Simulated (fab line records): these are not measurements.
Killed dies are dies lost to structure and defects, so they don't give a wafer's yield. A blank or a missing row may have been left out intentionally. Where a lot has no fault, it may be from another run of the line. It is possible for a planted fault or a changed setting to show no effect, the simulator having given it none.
Chamber matching    flow n5_finfet    4 sister chambers for N5_BEOL_M14_DESCUM_15 on rie_diel-05
The step chemistry O2, time 7.9 s. 27 wafers are shown with their chamber, then 12 later ones without.

WAFERS WITH THEIR CHAMBER
wafer   chamber  drypump_motor_current_A (A)  throttle_valve_pct (%)  showerhead_plenum_p_Torr (Torr)
L074.1  0        5.7                          20.54                   2.06
L074.2  1        5.8                          20.78                   1.99
L074.3  3        6.6                          20.08                   2.06
L074.4  2        6.1                          20.13                   2.14
L074.5  2        6.1                          20.13                   2.14
L074.6  1        5.8                          20.77                   1.99
L076.1  1        5.8                          20.79                   1.99
L076.2  3        6.6                          20.06                   2.05
L076.3  2        6.1                          20.14                   2.13
L076.4  3        6.7                          20.08                   2.06
L076.5  2        6.1                          20.15                   2.14
L076.6  1        5.8                          20.78                   1.99
L079.2  2        6.1                          20.14                   2.13
L079.3  3        6.6                          20.09                   2.05
L079.4  2        6.1                          20.14                   2.13
L082.1  3        6.6                          20.09                   2.05
L082.3  1        5.8                          20.80                   1.98
L082.5  2        6.1                          20.17                   2.13
L084.2  2        6.1                          20.17                   2.13
L084.5  2        6.1                          20.15                   2.13
L084.6  0        5.7                          20.31                   2.06
L085.1  3        6.6                          20.10                   2.05
L085.3  2        6.1                          20.18                   2.13
L085.6  2        6.1                          20.17                   2.13
L093.3  0        5.7                          20.36                   2.05
L093.4  1        5.8                          20.44                   2.24
L093.6  1        5.8                          20.42                   2.24

SIGNATURES (means of the wafers above)
reading                   chamber 0  chamber 1  chamber 2  chamber 3  scatter within a chamber
drypump_motor_current_A   5.700      5.800      6.100      6.617      0.019
throttle_valve_pct        20.4033    20.6829    20.1518    20.0833    0.0963
showerhead_plenum_p_Torr  2.0567     2.0600     2.1327     2.0533     0.063
Rule: a wafer's distance from a chamber is the root of the sum, over the readings, of the square of ((its reading less the chamber's mean) divided by the reading's scatter). If the next closest chamber is less than 2 further off than the closest, the wafer can't be placed; otherwise it belongs to the closest. How the scatter is found: for the shown wafers, subtract from each reading the mean of its chamber, square and add these, divide the total by (wafers less chambers), then take the root.

WAFERS WITH NO CHAMBER GIVEN
wafer   drypump_motor_current_A (A)  throttle_valve_pct (%)  showerhead_plenum_p_Torr (Torr)
L096.1  5.7                          20.36                   2.05
L096.5  5.8                          20.45                   2.24
L096.6  6.1                          20.21                   2.12
L091.3  5.7                          20.39                   2.05
L091.5  5.7                          20.36                   2.05
L091.6  5.8                          20.44                   2.24
L090.2  6.6                          20.17                   2.04
L090.4  5.6                          20.36                   2.05
L090.5  6.6                          20.15                   2.04
L092.1  5.8                          20.44                   2.23
L092.3  5.7                          20.37                   2.05
L092.5  6.1                          20.23                   2.12

EACH ONE'S CHAMBER
wafer   from the rows above  in truth
L096.1  0                    0
L096.5  1                    1
L096.6  2                    2
L091.3  0                    0
L091.5  0                    0
L091.6  1                    1
L090.2  3                    3
L090.4  0                    0
L090.5  3                    3
L092.1  1                    1
L092.3  0                    0
L092.5  2                    2
Placed correctly: 12 of 12. From these rows, 0 cannot be placed. 0 placed wrongly.
